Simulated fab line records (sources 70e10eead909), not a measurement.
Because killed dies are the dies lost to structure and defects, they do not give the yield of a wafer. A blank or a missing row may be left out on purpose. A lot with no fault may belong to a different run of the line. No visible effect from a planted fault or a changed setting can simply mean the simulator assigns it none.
Matching of chambers    flow nandHarc    NHARC_A_STAIRCASE_DESCUM_252 on rieDiel-08 has 4 sister chambers
The step chemistry O2, time 3 s. 20 wafers are shown with their chamber, then 10 later ones without.

## EACH WAFER AND ITS CHAMBER
wafer   chamber  showerheadPlenumPTorr (Torr)  drypumpMotorCurrentA (A)  rfVppV (V)
L078.2  0        1.77                          5.8                       57.5
L078.3  2        1.97                          5.9                       57.5
L078.4  1        1.84                          5.4                       57.1
L079.1  0        1.77                          5.8                       56.7
L079.3  3        1.99                          6.4                       58.3
L079.4  1        1.84                          5.5                       57.7
L080.2  1        1.84                          5.5                       57.8
L080.3  2        1.97                          5.9                       57.5
L080.4  3        1.99                          6.4                       58.9
L087.1  3        1.98                          6.4                       58.4
L087.5  1        1.83                          5.5                       56.6
L087.6  2        1.96                          5.9                       57.8
L089.1  3        1.98                          6.3                       59.5
L089.3  1        1.83                          5.5                       57.4
L089.6  0        1.76                          5.8                       57.5
L090.2  2        1.96                          6.0                       56.3
L090.5  0        1.76                          5.8                       57.0
L090.6  3        1.98                          6.3                       59.0
L092.2  0        1.76                          5.8                       55.4
L092.3  1        1.83                          5.5                       57.5

SIGNATURES, as means of the wafers listed above
reading                chamber 0  chamber 1  chamber 2  chamber 3  scatter within a chamber
showerheadPlenumPTorr  1.7640     1.8350     1.9650     1.9840     0.00553
drypumpMotorCurrentA   5.800      5.483      5.925      6.360      0.0417
rfVppV                 56.820     57.350     57.275     58.820     0.624
Rule: a wafer lies at a distance from a chamber equal to the root of the sum of squares, over the readings, of (its reading less the chamber's mean, divided by the reading's scatter). If the next closest chamber is less than 2 further off than the closest, the wafer can't be placed; otherwise it belongs to the closest. The scatter: take each reading less its chamber's mean, square it, sum over the shown wafers, divide by the number of wafers less the number of chambers, and take the root.

## WAFERS WHOSE CHAMBER IS MISSING
wafer   showerheadPlenumPTorr (Torr)  drypumpMotorCurrentA (A)  rfVppV (V)
L092.5  1.76                          5.8                       56.4
L093.2  1.83                          5.5                       57.4
L093.4  2.08                          5.8                       57.8
L093.5  2.08                          5.8                       58.6
L094.2  1.83                          5.4                       57.9
L094.3  1.95                          5.9                       59.0
L094.5  1.83                          5.4                       58.0
L095.3  1.98                          6.4                       58.2
L095.4  1.83                          5.4                       56.2
L095.6  2.07                          5.8                       59.3

## WHICH CHAMBER EACH ONE RAN IN
wafer   from the rows above      in truth
L092.5  0                        0
L093.2  1                        1
L093.4  can't be placed: 2 or 3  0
L093.5  can't be placed: 2 or 3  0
L094.2  1                        1
L094.3  2                        2
L094.5  1                        1
L095.3  3                        3
L095.4  1                        1
L095.6  can't be placed: 2 or 3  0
7 of 10 placed correctly. These rows do not allow placing 3 (true chamber among the candidates in 0). 0 placed wrongly.
